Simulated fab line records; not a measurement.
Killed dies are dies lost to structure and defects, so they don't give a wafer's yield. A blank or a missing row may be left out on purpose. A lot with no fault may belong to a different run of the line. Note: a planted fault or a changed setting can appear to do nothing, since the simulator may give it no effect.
Chamber matching + flow n5-finfet + N5_BEOL_M9_CURE_72 on uv-cure-02: 3 sister chambers
The step cures SiCOH lowk, time 120 s. 6 wafers are shown with their chamber, then 12 later ones without.

## EACH WAFER AND ITS CHAMBER
| wafer  | chamber | wafer_temp_C_max | lamp-power-pct (%) |
|--------|---------|------------------|--------------------|
| L077.3 | 0       | 371.1            | 52.30              |
| L077.6 | 0       | 370.9            | 52.30              |
| L091.2 | 1       | 371.5            | 52.27              |
| L091.4 | 1       | 372.4            | 52.34              |
| L093.4 | 2       | 371.2            | 52.27              |
| L093.5 | 2       | 371.6            | 52.34              |

## WAFERS WITH NO CHAMBER GIVEN
| wafer  | wafer_temp_C_max | lamp-power-pct (%) |
|--------|------------------|--------------------|
| L092.2 | 372.2            | 52.33              |
| L092.3 | 371.7            | 52.32              |
| L092.4 | 371.8            | 52.35              |
| L096.1 | 371.5            | 52.28              |
| L096.4 | 372.7            | 52.35              |
| L096.5 | 372.0            | 52.28              |
| L096.2 | 371.4            | 52.20              |
| L096.3 | 371.6            | 52.31              |
| L096.6 | 371.6            | 52.34              |
| L097.1 | 371.3            | 52.23              |
| L097.3 | 371.2            | 52.33              |
| L097.4 | 371.7            | 52.39              |

## WHICH CHAMBER EACH ONE RAN IN
| wafer  | from the rows above          | in truth |
|--------|------------------------------|----------|
| L092.2 | can't be placed: 1 or 2      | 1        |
| L092.3 | can't be placed: 1 or 2 or 0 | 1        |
| L092.4 | can't be placed: 1 or 2 or 0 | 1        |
| L096.1 | can't be placed: 2 or 1 or 0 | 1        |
| L096.4 | can't be placed: 1 or 2      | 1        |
| L096.5 | can't be placed: 1 or 2 or 0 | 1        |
| L096.2 | can't be placed: 2 or 0 or 1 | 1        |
| L096.3 | can't be placed: 2 or 1 or 0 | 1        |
| L096.6 | can't be placed: 2 or 1 or 0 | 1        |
| L097.1 | can't be placed: 2 or 0 or 1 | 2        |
| L097.3 | can't be placed: 2 or 0 or 1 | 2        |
| L097.4 | can't be placed: 1 or 2 or 0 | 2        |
Correctly placed: 0 of 12. Can't be placed from these rows: 12 (the true chamber is among the candidates in 12). 0 placed wrongly.
How it was worked out, from the rows above alone: a wafer's distance from a chamber is the root of the sum, over the readings, of the square of ((its reading less the chamber's mean) divided by the reading's scatter). The wafer belongs to the nearest chamber; if the next one is less than 2 further off, it can't be placed. For every chamber, the mean is computed from those of its wafers that are shown. The scatter is the square root of a quotient: the sum, over the shown wafers, of each reading's squared deviation from its chamber's mean, divided by wafers minus chambers.
